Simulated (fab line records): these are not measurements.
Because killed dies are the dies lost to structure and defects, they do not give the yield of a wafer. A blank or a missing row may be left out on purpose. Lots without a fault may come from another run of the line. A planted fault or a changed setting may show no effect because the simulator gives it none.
Matching of chambers || flow n5_finfet || N5_FIN_SAQP_MANDREL2_REMOVE_60 on rie_si-03 has 4 sister chambers
The step chemistry HBr/Cl2/O2, target a-Si, stops on SiNx, bt time 10 s. 4 wafers are shown with their chamber, then 11 later ones without.

== WAFERS, EACH WITH ITS CHAMBER ==
{"wafer": "L087.2", "chamber": 2, "drypump_motor_current_A (A)": 5.3}
{"wafer": "L089.5", "chamber": 1, "drypump_motor_current_A (A)": 6.6}
{"wafer": "L089.6", "chamber": 0, "drypump_motor_current_A (A)": 6.8}
{"wafer": "L090.2", "chamber": 3, "drypump_motor_current_A (A)": 5.4}

== WAFERS WITHOUT THEIR CHAMBER ==
{"wafer": "L090.3", "drypump_motor_current_A (A)": 6.6}
{"wafer": "L090.5", "drypump_motor_current_A (A)": 5.3}
{"wafer": "L091.1", "drypump_motor_current_A (A)": 6.8}
{"wafer": "L091.3", "drypump_motor_current_A (A)": 5.3}
{"wafer": "L091.5", "drypump_motor_current_A (A)": 5.4}
{"wafer": "L093.3", "drypump_motor_current_A (A)": 5.3}
{"wafer": "L093.5", "drypump_motor_current_A (A)": 5.3}
{"wafer": "L093.6", "drypump_motor_current_A (A)": 6.7}
{"wafer": "L094.2", "drypump_motor_current_A (A)": 6.6}
{"wafer": "L094.4", "drypump_motor_current_A (A)": 5.3}
{"wafer": "L094.6", "drypump_motor_current_A (A)": 6.6}

== THE CHAMBER EACH PASSED THROUGH ==
{"wafer": "L090.3", "from the rows above": 1, "in truth": 1}
{"wafer": "L090.5", "from the rows above": 2, "in truth": 2}
{"wafer": "L091.1", "from the rows above": 0, "in truth": 0}
{"wafer": "L091.3", "from the rows above": 2, "in truth": 2}
{"wafer": "L091.5", "from the rows above": 3, "in truth": 3}
{"wafer": "L093.3", "from the rows above": 2, "in truth": 2}
{"wafer": "L093.5", "from the rows above": 2, "in truth": 2}
{"wafer": "L093.6", "from the rows above": "can't be placed: 0 or 1", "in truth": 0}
{"wafer": "L094.2", "from the rows above": 1, "in truth": 1}
{"wafer": "L094.4", "from the rows above": 2, "in truth": 2}
{"wafer": "L094.6", "from the rows above": 1, "in truth": 1}
10 of 11 placed correctly. From these rows, 1 cannot be placed; in 1 the true chamber is one of the candidates. Wrongly placed: 0.
How it was worked out, from the rows above alone: a wafer's distance from a chamber is the root of the sum, over the readings, of the square of ((its reading less the chamber's mean) divided by the reading's scatter). The wafer belongs to the nearest chamber; if the next one is less than 2 further off, it can't be placed. A chamber's mean is the mean of its shown wafers. The scatter: root of mean squared gap, hidden wafer to nearest shown wafer, with one shown wafer a chamber.
